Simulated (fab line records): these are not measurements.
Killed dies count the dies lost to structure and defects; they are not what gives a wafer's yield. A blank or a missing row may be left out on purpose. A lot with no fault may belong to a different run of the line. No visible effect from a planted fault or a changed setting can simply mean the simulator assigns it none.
Code-filled problem report in 8D (eight disciplines) form :: flow nand_harc :: the parts of the form that need people (team, actions taken, sign-off) are left out

1. WHAT IS WRONG
killed_at_array at NHARC_END_SORT_01 reads a mean of 673 on 2 wafers of 2 lots; wafers without a fault read 24 with a standard deviation of 7.4. Relative to the usual mean, that is a shift of +88 standard deviations.
First observed at day 22 16:16: wafer L726.5, on prober-02. Wafers with a number at this step in the record: 6, from 2 lots. By rule, "out" or "out of limits" means more than 4 standard deviations away from the usual mean. The rest of the wafers with a number are treated as sound.

2. WHAT IT IS AND WHAT IT IS NOT
question: which readings at this step
is: killed_at_array, killed_dies
is not: killed_at_other, killed_at_periphery, killed_open, killed_short

question: which lots
is: L726, L727
is not: -

question: which wafers of those lots
is: L726.5, L727.5
is not: L726.2, L726.3, L727.2, L727.3

question: read on which gauges
is: prober-01, prober-02
is not: -

question: when
is: from day 22 16:16
is not: up to then (4 sound wafers)

3. THE SUSPECTS, EACH WITH WHAT RULES IT OUT
Counting: if a tool at a process step up to the reading ran every lot that is out, it stays a suspect. Sound lots after the first of them don't rule it out here, since some wafers of a struck lot are sound.
- the gauge at NHARC_END_SORT_01 is ruled out. The wafers that are out were read on 2 gauges (prober-01, prober-02).
- rie_diel-01 at NHARC_A_STAIRCASE_ETCH_19 (etches the open film in C4F8/O2, target depth 100 nm, time 40.5 s): kept. It ran every lot that is out, first L727 (day 13 23:49). Out on those wafers are its own readings of oes_product_au.
- plasma_asher-01 at NHARC_A_STAIRCASE_STRIP_175 (strips in O2): kept. It ran every lot that is out, first L726 (day 14 01:18).
What counting leaves: rie_diel-01 at NHARC_A_STAIRCASE_ETCH_19 and plasma_asher-01 at NHARC_A_STAIRCASE_STRIP_175.

4. THE CAUSE (what the simulator had put in)
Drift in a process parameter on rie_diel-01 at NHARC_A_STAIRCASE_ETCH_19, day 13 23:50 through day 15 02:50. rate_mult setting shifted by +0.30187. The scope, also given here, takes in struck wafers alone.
Of the 2 suspects that counting leaves, this tool is one.

5. SEQUENCE OF EFFECTS, ordered by route
Each row: a reading whose mean over the struck wafers that have a number lies more than 3 standard deviations from the usual. Only readings for which the record gives a usual standard deviation are gone through. hours: the time from each lot's start at the first step in this table that gives one to its start at this step, as a median over the lots. sigmas: the change in usual standard deviations.
hours: 0
step: NHARC_A_STAIRCASE_ETCH_19
reading: oes_product_au
usual: 0.941 a.u.
on struck wafers: 1.101
change: +0.160
sigmas: +17

hours: 208
step: NHARC_END_SORT_01
reading: killed_at_array
usual: 24
on struck wafers: 673
change: +649
sigmas: +88

hours: 208
step: NHARC_END_SORT_01
reading: killed_dies
usual: 28
on struck wafers: 676
change: +648
sigmas: +81
Its process steps:
- NHARC_A_STAIRCASE_ETCH_19: etches the open film in C4F8/O2, target depth 100 nm, time 40.5 s.

6. WHAT WOULD HAVE CAUGHT IT SOONER
208 hours passed between the start of the fault at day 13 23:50 and the first reading out of limits at a measuring or inspecting step in this record, taken at day 22 16:16.
The tool's own readings at NHARC_A_STAIRCASE_ETCH_19 were out on every struck wafer that the step has a row for (oes_product_au): an alarm limit on them would have fired on the first of those.
By day 22 16:16, every lot that is out (2) had started NHARC_A_STAIRCASE_ETCH_19 on rie_diel-01. A hold on the tool at that time would have spared none of them.
